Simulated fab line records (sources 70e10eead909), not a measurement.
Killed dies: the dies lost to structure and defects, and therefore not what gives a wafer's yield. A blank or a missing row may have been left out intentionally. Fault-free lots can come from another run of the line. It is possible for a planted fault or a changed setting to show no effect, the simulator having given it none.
fab line records	flow nand_harc
record lots=6	wafers=18	last_day=34
route steps=1302 shown A_ONON_D1@430 END@1302
lots that met no fault: taken from a fault-free run of the same line
start_h: hours from the record's opening day to when the first of the lot's shown wafers began	wait_h: hours since the lot's step before	" the same as in the row above	L1.1+2: one row covering several wafers at once	- no value present, or no start provided	* or withheld: withheld	< > ~ a bound
route shown NAME@n: a module of which the file shows steps, and the number in the route of the first	usual: mean/standard deviation taken from wafers without a fault	same: alike in all rows	chamber/n: place in a boat	sites: readings site by site	_std_site: their standard deviation	_edge_site: the outer-site mean with the inner-site mean subtracted	radius_mm: for every site, how far away it sits from the centre of the wafer	mask NAME#n: copy n	behind: the last tool/chamber to shape the wafer	hold: reason for holding the lot/hours on hold/outcome of the hold	device: names the non-switching transistor (n, p or np)	end of line: tests of these same wafers at the route's end	step lacking rows: just its recipe	killed: not the wafer's yield, but the dies lost to structure and defects at the first sort	map: shows each die of a wafer: x if killed, . if not, _ if none is there
set.NAME: the run value of the setting; set.NAME@STEP: its run value at that earlier step	model.NAME: the simulator's own value behind a step, which no gauge read
certain route steps with their lots: each step a table, each wafer a row
services: from which hour (start_h, from the record's first day; less than 0 if before it) a tool's chamber was out of use, for how many hours, and why
## steps
# step NHARC_A_ONON_D1_DEP_09
# recipe target_thk_a=10000	n2_flow_sccm=2750	n2o_flow_sccm=2000	nh3_flow_sccm=500	sih4_flow_sccm=210	temp_c=400
# step NHARC_A_ONON_D1_THK_MEAS_11
# recipe thk_meas_gauge=ellipsometry
# usual thk_nm=999/10
lot.wafer	tool	chamber	start_h	wait_h	thk_nm
L355.1	film_metro-02	-	196.07	-	996
L355.2	"	-	"	"	995
L355.4	"	-	"	"	995
L364.1	film_metro-02	-	288.74	-	997
L364.3	"	-	"	"	998
L364.4	"	-	"	"	997
L366.1	film_metro-02	-	309.68	-	993
L366.2	"	-	"	"	994
L366.5	"	-	"	"	993
L369.2	film_metro-01	-	330.32	-	988
L369.3	"	-	"	"	987
L369.5	"	-	"	"	987
L370.1	film_metro-01	-	342.11	-	1019
L370.2	"	-	"	"	1018
L370.6	"	-	"	"	1018
L375.2	film_metro-02	-	395.69	-	990
L375.4	"	-	"	"	992
L375.6	"	-	"	"	990
# step NHARC_A_ONON_D1_DEP_12
# recipe target_thk_a=10000	n2_flow_sccm=2750	n2o_flow_sccm=2000	nh3_flow_sccm=500	sih4_flow_sccm=210	temp_c=400
# step NHARC_A_ONON_D1_THK_MEAS_14
# recipe thk_meas_gauge=ellipsometry
# usual thk_nm=998/8.9
lot.wafer	tool	chamber	start_h	wait_h	thk_nm
L355.1	film_metro-02	-	196.63	-	1011
L355.2	"	-	"	"	1009
L355.4	"	-	"	"	1010
L364.1	film_metro-01	-	289.31	-	996
L364.3	"	-	"	"	995
L364.4	"	-	"	"	998
L366.1	film_metro-02	-	310.24	-	991
L366.2	"	-	"	"	992
L366.5	"	-	"	"	992
L369.2	film_metro-01	-	330.90	-	978
L369.3	"	-	"	"	978
L369.5	"	-	"	"	978
L370.1	film_metro-02	-	342.67	-	991
L370.2	"	-	"	"	990
L370.6	"	-	"	"	991
L375.2	film_metro-02	-	396.26	-	983
L375.4	"	-	"	"	985
L375.6	"	-	"	"	985
# step NHARC_A_ONON_D1_ANNEAL_15
# recipe temp_c=750	time_s=3600
# step NHARC_A_ONON_D1_DEP_16
# recipe target_thk_a=10000	n2_flow_sccm=2750	n2o_flow_sccm=2000	nh3_flow_sccm=500	sih4_flow_sccm=210	temp_c=400
# step NHARC_A_ONON_D1_THK_MEAS_18
# recipe thk_meas_gauge=ellipsometry
# usual thk_nm=1000/9.3
lot.wafer	tool	chamber	start_h	wait_h	thk_nm
L355.1	film_metro-02	-	208.54	-	1006
L355.2	"	-	"	"	1007
L355.4	"	-	"	"	1007
L364.1	film_metro-02	-	297.09	-	997
L364.3	"	-	"	"	999
L364.4	"	-	"	"	997
L366.1	film_metro-02	-	318.70	-	989
L366.2	"	-	"	"	991
L366.5	"	-	"	"	991
L369.2	film_metro-01	-	338.51	-	1007
L369.3	"	-	"	"	1009
L369.5	"	-	"	"	1011
L370.1	film_metro-01	-	352.58	-	1002
L370.2	"	-	"	"	1000
L370.6	"	-	"	"	1001
L375.2	film_metro-02	-	404.61	-	1007
L375.4	"	-	"	"	1007
L375.6	"	-	"	"	1007
# step NHARC_A_ONON_D1_DEP_19
# recipe target_thk_a=10000	n2_flow_sccm=2750	n2o_flow_sccm=2000	nh3_flow_sccm=500	sih4_flow_sccm=210	temp_c=400
# step NHARC_A_ONON_D1_THK_MEAS_21
# recipe thk_meas_gauge=ellipsometry
# usual thk_nm=996/8.6
lot.wafer	tool	chamber	start_h	wait_h	thk_nm
L355.1	film_metro-02	-	209.11	-	1008
L355.2	"	-	"	"	1004
L355.4	"	-	"	"	1006
L364.1	film_metro-02	-	297.65	-	986
L364.3	"	-	"	"	987
L364.4	"	-	"	"	986
L366.1	film_metro-01	-	319.26	-	1004
L366.2	"	-	"	"	1005
L366.5	"	-	"	"	1006
L369.2	film_metro-02	-	339.08	-	1012
L369.3	"	-	"	"	1011
L369.5	"	-	"	"	1012
L370.1	film_metro-02	-	353.14	-	980
L370.2	"	-	"	"	979
L370.6	"	-	"	"	981
L375.2	film_metro-01	-	405.18	-	999
L375.4	"	-	"	"	1000
L375.6	"	-	"	"	1001
# step NHARC_A_ONON_D1_DEP_22
# recipe target_thk_a=10000	n2_flow_sccm=2750	n2o_flow_sccm=2000	nh3_flow_sccm=500	sih4_flow_sccm=210	temp_c=400
# step NHARC_A_ONON_D1_THK_MEAS_24
# recipe thk_meas_gauge=ellipsometry
# usual thk_nm=999/8.6
lot.wafer	tool	chamber	start_h	wait_h	thk_nm
L355.1	film_metro-02	-	209.68	-	989
L355.2	"	-	"	"	987
L355.4	"	-	"	"	988
L364.1	film_metro-02	-	298.22	-	1005
L364.3	"	-	"	"	1005
L364.4	"	-	"	"	1005
L366.1	film_metro-01	-	319.85	-	1004
L366.2	"	-	"	"	1005
L366.5	"	-	"	"	1004
L369.2	film_metro-02	-	339.65	-	996
L369.3	"	-	"	"	994
L369.5	"	-	"	"	993
L370.1	film_metro-01	-	353.70	-	990
L370.2	"	-	"	"	990
L370.6	"	-	"	"	989
L375.2	film_metro-02	-	405.75	-	986
L375.4	"	-	"	"	988
L375.6	"	-	"	"	986
# step NHARC_A_ONON_D1_DEP_25
# recipe target_thk_a=10000	n2_flow_sccm=2750	n2o_flow_sccm=2000	nh3_flow_sccm=500	sih4_flow_sccm=210	temp_c=400
# usual n2_flow_sccm=2751/8.4	sih4_flow_sccm=210.1/0.54
lot.wafer	tool	chamber	start_h	wait_h	n2_flow_sccm	sih4_flow_sccm
L355.1	pecvd_onon-02	0	209.73	0.1	2750	210.6
L355.2	"	0	"	"	2762	210.4
L355.4	"	0	"	"	2755	210.7
L364.1	pecvd_onon-03	0	298.28	0.1	2743	209.3
L364.3	"	0	"	"	2737	210.5
L364.4	"	0	"	"	2742	210.1
L366.1	pecvd_onon-03	0	319.91	0.1	2757	209.8
L366.2	"	0	"	"	2751	210.3
L366.5	"	0	"	"	2750	210.6
L369.2	pecvd_onon-03	0	339.76	0.1	2769	211.3
L369.3	"	0	"	"	2762	210.0
L369.5	"	0	"	"	2757	211.1
L370.1	pecvd_onon-04	0	353.76	0.1	2740	210.4
L370.2	"	0	"	"	2751	209.2
L370.6	"	0	"	"	2753	209.8
L375.2	pecvd_onon-02	0	405.86	0.1	2755	210.2
L375.4	"	0	"	"	2751	210.7
L375.6	"	0	"	"	2743	210.2
# step NHARC_A_ONON_D1_THK_MEAS_27
# recipe thk_meas_gauge=ellipsometry
# usual thk_nm=999/9.8
lot.wafer	tool	chamber	start_h	wait_h	hold	thk_nm
L355.1	film_metro-02	-	210.24	-	-	1001
L355.2	"	-	"	"	-	1002
L355.4	"	-	"	"	-	1001
L364.1	film_metro-01	-	298.78	-	-	1010
L364.3	"	-	"	"	-	1009
L364.4	"	-	"	"	-	1008
L366.1	film_metro-02	-	320.42	-	await_dispo/0.2h/release	669
L366.2	"	-	"	"	await_dispo/0.2h/release	669
L366.5	"	-	"	"	await_dispo/0.2h/release	668
L366.1	film_metro-02	-	320.59	0.2	-	670
L366.2	"	-	"	"	-	670
L366.5	"	-	"	"	-	671
L369.2	film_metro-02	-	340.22	-	await_dispo/0.2h/release	682
L369.3	"	-	"	"	await_dispo/0.2h/release	681
L369.5	"	-	"	"	await_dispo/0.2h/release	682
L369.2	film_metro-02	-	340.39	0.2	-	681
L369.3	"	-	"	"	-	681
L369.5	"	-	"	"	-	680
L370.1	film_metro-01	-	354.27	-	-	1008
L370.2	"	-	"	"	-	1008
L370.6	"	-	"	"	-	1004
L375.2	film_metro-02	-	406.31	-	-	1013
L375.4	"	-	"	"	-	1013
L375.6	"	-	"	"	-	1011
# step NHARC_END_SORT_01
# recipe temp_c=25
# usual killed_at_array=56/19	killed_at_other=1.0/1.3	killed_at_periphery=3.8/2.2	killed_dies=61/19	killed_open=3.1/1.9	killed_short=2.3/1.5
# same gross_dies=677
lot.wafer	tool	chamber	start_h	wait_h	killed_at_array	killed_at_other	killed_at_periphery	killed_dies	killed_open	killed_short
L355.1	prober-02	0	601.12	2.5	49	0	8	57	8	2
L355.2	prober-02	0	601.91	2.8	43	0	5	48	1	4
L355.4	prober-02	0	603.50	3.4	48	0	5	53	0	6
L366.1	prober-01	0	704.31	2.5	674	1	2	677	2	1
L366.2	prober-01	0	705.11	2.8	676	0	1	677	2	1
L366.5	prober-01	0	707.52	3.7	672	3	2	677	2	3
L369.2	prober-01	0	776.22	2.8	675	0	2	677	0	3
L369.3	prober-01	0	777.03	3.1	673	0	4	677	1	3
L369.5	prober-01	0	778.63	3.7	674	0	3	677	1	1
L375.2	prober-02	0	804.54	2.8	75	1	3	79	4	0
L375.4	prober-02	0	806.13	3.4	68	0	5	73	5	1
L375.6	prober-02	0	807.72	4.0	80	1	5	86	3	1
# killed by level:class
L355.1 A_SLIT:chamber_film_flake=27 A_CHANNEL_HOLE_D2:chamber_film_flake=5 P_ZERO_WELL:chamber_film_flake=3 A_CHANNEL_HOLE_D1:chamber_film_flake=3 A_M1:chamber_film_flake=3 A_ONON_D2:geometric_particle:open=2 A_M0:geometric_particle:open=2 P_GATE:chamber_film_flake=2
L355.2 A_SLIT:chamber_film_flake=25 A_CONTACT:chamber_film_flake=6 P_GATE:chamber_film_flake=3 A_CHANNEL_HOLE_D2:chamber_film_flake=3 P_M2:geometric_particle:open=1 A_CHANNEL_FILL_D1:geometric_particle:short=1 A_DECK1_JOINT:geometric_particle:short=1 A_CHANNEL_HOLE_D2:geometric_particle:short=1
L355.4 A_SLIT:chamber_film_flake=21 A_CHANNEL_HOLE_D2:chamber_film_flake=12 A_CONTACT:chamber_film_flake=4 A_CHANNEL_HOLE_D1:chamber_film_flake=3 A_CHANNEL_FILL_D2:geometric_particle:short=2 A_M1:chamber_film_flake=2 P_M1:geometric_particle:short=1 A_ONON_D2:geometric_particle:short=1
L366.1 A_ONON_D1:area_dep=624 A_CHANNEL_HOLE_D1:chamber_film_flake=31 A_CONTACT:chamber_film_flake=6 A_STAIRCASE:chamber_film_flake=3 P_GATE:chamber_film_flake=2 A_SLIT:chamber_film_flake=2 A_WL_FILL:chamber_film_flake=2 A_BONDPAD:chamber_film_flake=2
L366.2 A_ONON_D1:area_dep=625 A_CHANNEL_HOLE_D1:chamber_film_flake=31 A_SLIT:chamber_film_flake=7 A_CONTACT:chamber_film_flake=4 A_STAIRCASE:chamber_film_flake=3 A_BONDPAD:chamber_film_flake=2 A_SOURCE_PLATE:geometric_particle:short=1 A_DECK1_JOINT:geometric_particle:open=1
L366.5 A_ONON_D1:area_dep=621 A_CHANNEL_HOLE_D1:chamber_film_flake=29 A_CONTACT:chamber_film_flake=9 THIN_TSV:chamber_film_flake=3 A_DECK1_JOINT:geometric_particle:open=2 A_STAIRCASE:chamber_film_flake=2 A_SLIT:chamber_film_flake=2 A_BONDPAD:chamber_film_flake=2
L369.2 A_ONON_D1:area_dep=625 A_CHANNEL_HOLE_D2:chamber_film_flake=24 A_CHANNEL_HOLE_D1:chamber_film_flake=7 A_STAIRCASE:chamber_film_flake=7 A_CONTACT:chamber_film_flake=4 P_ZERO_WELL:chamber_film_flake=2 A_SLIT:chamber_film_flake=2 A_CHANNEL_FILL_D1:geometric_particle:short=1
L369.3 A_ONON_D1:area_dep=606 A_CHANNEL_HOLE_D2:chamber_film_flake=26 A_STAIRCASE:chamber_film_flake=12 A_CONTACT:chamber_film_flake=8 A_CHANNEL_HOLE_D1:chamber_film_flake=7 A_SLIT:chamber_film_flake=7 P_ZERO_WELL:chamber_film_flake=4 A_DECK1_JOINT:chamber_film_flake=2
L369.5 A_ONON_D1:area_dep=626 A_CHANNEL_HOLE_D2:chamber_film_flake=21 A_SLIT:chamber_film_flake=8 A_STAIRCASE:chamber_film_flake=7 P_ZERO_WELL:chamber_film_flake=3 A_CHANNEL_HOLE_D1:chamber_film_flake=3 A_SGD_CUT:chamber_film_flake=2 A_CONTACT:chamber_film_flake=2
L375.2 A_CHANNEL_HOLE_D2:chamber_film_flake=28 A_CHANNEL_HOLE_D1:chamber_film_flake=17 A_CONTACT:chamber_film_flake=13 A_SLIT:chamber_film_flake=11 P_M0:geometric_particle:open=2 A_STAIRCASE:chamber_film_flake=2 A_DECK1_JOINT:geometric_particle:open=1 A_M0:geometric_particle:open=1
L375.4 A_CHANNEL_HOLE_D2:chamber_film_flake=23 A_CHANNEL_HOLE_D1:chamber_film_flake=11 A_SLIT:chamber_film_flake=10 A_CONTACT:chamber_film_flake=10 A_STAIRCASE:chamber_film_flake=5 A_ZERO_WELL:chamber_film_flake=4 A_CONTACT:geometric_particle:open=2 P_ZERO_WELL:chamber_film_flake=2
L375.6 A_CHANNEL_HOLE_D2:chamber_film_flake=31 A_CHANNEL_HOLE_D1:chamber_film_flake=19 A_SLIT:chamber_film_flake=12 A_CONTACT:chamber_film_flake=10 A_CHANNEL_FILL_D2:chamber_film_flake=2 A_STAIRCASE:chamber_film_flake=2 P_CONTACT:geometric_particle:open=1 P_M0:geometric_particle:short=1
# map L366.1 (x killed, . not)
____________x____________
_________xxxxxxx_________
_______xxxxxxxxxxx_______
______xxxxxxxxxxxxx______
_____xxxxxxxxxxxxxxx_____
____xxxxxxxxxxxxxxxxx____
____xxxxxxxxxxxxxxxxx____
___xxxxxxxxxxxxxxxxxxx___
___xxxxxxxxxxxxxxxxxxx___
__xxxxxxxxxxxxxxxxxxxxx__
__xxxxxxxxxxxxxxxxxxxxx__
_xxxxxxxxxxxxxxxxxxxxxxx_
_xxxxxxxxxxxxxxxxxxxxxxx_
_xxxxxxxxxxxxxxxxxxxxxxx_
_xxxxxxxxxxxxxxxxxxxxxxx_
_xxxxxxxxxxxxxxxxxxxxxxx_
xxxxxxxxxxxxxxxxxxxxxxxxx
xxxxxxxxxxxxxxxxxxxxxxxxx
xxxxxxxxxxxxxxxxxxxxxxxxx
xxxxxxxxxxxxxxxxxxxxxxxxx
xxxxxxxxxxxxxxxxxxxxxxxxx
_xxxxxxxxxxxxxxxxxxxxxxx_
_xxxxxxxxxxxxxxxxxxxxxxx_
_xxxxxxxxxxxxxxxxxxxxxxx_
_xxxxxxxxxxxxxxxxxxxxxxx_
_xxxxxxxxxxxxxxxxxxxxxxx_
__xxxxxxxxxxxxxxxxxxxxx__
__xxxxxxxxxxxxxxxxxxxxx__
___xxxxxxxxxxxxxxxxxxx___
___xxxxxxxxxxxxxxxxxxx___
____xxxxxxxxxxxxxxxxx____
____xxxxxxxxxxxxxxxxx____
_____xxxxxxxxxxxxxxx_____
______xxxxxxxxxxxxx______
_______xxxxxxxxxxx_______
_________xxxxxxx_________
____________x____________
# map L369.2 (x killed, . not)
____________x____________
_________xxxxxxx_________
_______xxxxxxxxxxx_______
______xxxxxxxxxxxxx______
_____xxxxxxxxxxxxxxx_____
____xxxxxxxxxxxxxxxxx____
____xxxxxxxxxxxxxxxxx____
___xxxxxxxxxxxxxxxxxxx___
___xxxxxxxxxxxxxxxxxxx___
__xxxxxxxxxxxxxxxxxxxxx__
__xxxxxxxxxxxxxxxxxxxxx__
_xxxxxxxxxxxxxxxxxxxxxxx_
_xxxxxxxxxxxxxxxxxxxxxxx_
_xxxxxxxxxxxxxxxxxxxxxxx_
_xxxxxxxxxxxxxxxxxxxxxxx_
_xxxxxxxxxxxxxxxxxxxxxxx_
xxxxxxxxxxxxxxxxxxxxxxxxx
xxxxxxxxxxxxxxxxxxxxxxxxx
xxxxxxxxxxxxxxxxxxxxxxxxx
xxxxxxxxxxxxxxxxxxxxxxxxx
xxxxxxxxxxxxxxxxxxxxxxxxx
_xxxxxxxxxxxxxxxxxxxxxxx_
_xxxxxxxxxxxxxxxxxxxxxxx_
_xxxxxxxxxxxxxxxxxxxxxxx_
_xxxxxxxxxxxxxxxxxxxxxxx_
_xxxxxxxxxxxxxxxxxxxxxxx_
__xxxxxxxxxxxxxxxxxxxxx__
__xxxxxxxxxxxxxxxxxxxxx__
___xxxxxxxxxxxxxxxxxxx___
___xxxxxxxxxxxxxxxxxxx___
____xxxxxxxxxxxxxxxxx____
____xxxxxxxxxxxxxxxxx____
_____xxxxxxxxxxxxxxx_____
______xxxxxxxxxxxxx______
_______xxxxxxxxxxx_______
_________xxxxxxx_________
____________x____________
## services
tool	chamber	start_h	hours	kind
pecvd_onon-03	-	227.00	13.0	pm
pecvd_onon-04	-	311.46	13.0	pm
pecvd_onon-02	-	366.09	13.0	pm
## key
first_sign step=NHARC_A_ONON_D1_THK_MEAS_27	reading=visit	direction=added
effect step=NHARC_A_ONON_D1_THK_MEAS_27	reading=thk_nm	direction=down	sigmas=33	usual=999	struck=675
effect step=NHARC_END_SORT_01	reading=killed_at_array	direction=up	sigmas=33	usual=56	struck=674
more_kills_born_at NHARC_A_ONON_D1_DEP_25@pecvd_onon-03=3727
met_at NHARC_A_ONON_D1_DEP_25
struck_wafers L366.1,L366.2,L366.5,L369.2,L369.3,L369.5
later_rows_left_out L366.1,L366.2,L366.5,L369.2,L369.3,L369.5
tester_left_out L366,L369
onset_between 298.28 319.91
fault kind=process_parameter_drift	tool=pecvd_onon-03	chamber=-	onset_h=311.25	steps=NHARC_A_ONON_D1_DEP_25	channel=target_thk_a	offset=*	shape=step	end_h=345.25	acts_in=*	stated=*
# tester_left_out: of these lots the tester's yield and bins aren't shown, on N5 and GAA mostly nor the transistor test; their killed dies are dies lost to structure and defects alone, not to doping, threshold or leakage, so they don't give the yield
# later_rows_left_out: the simulator's readings of these wafers behind a module that went badly wrong aren't trusted and aren't shown, but for the sort
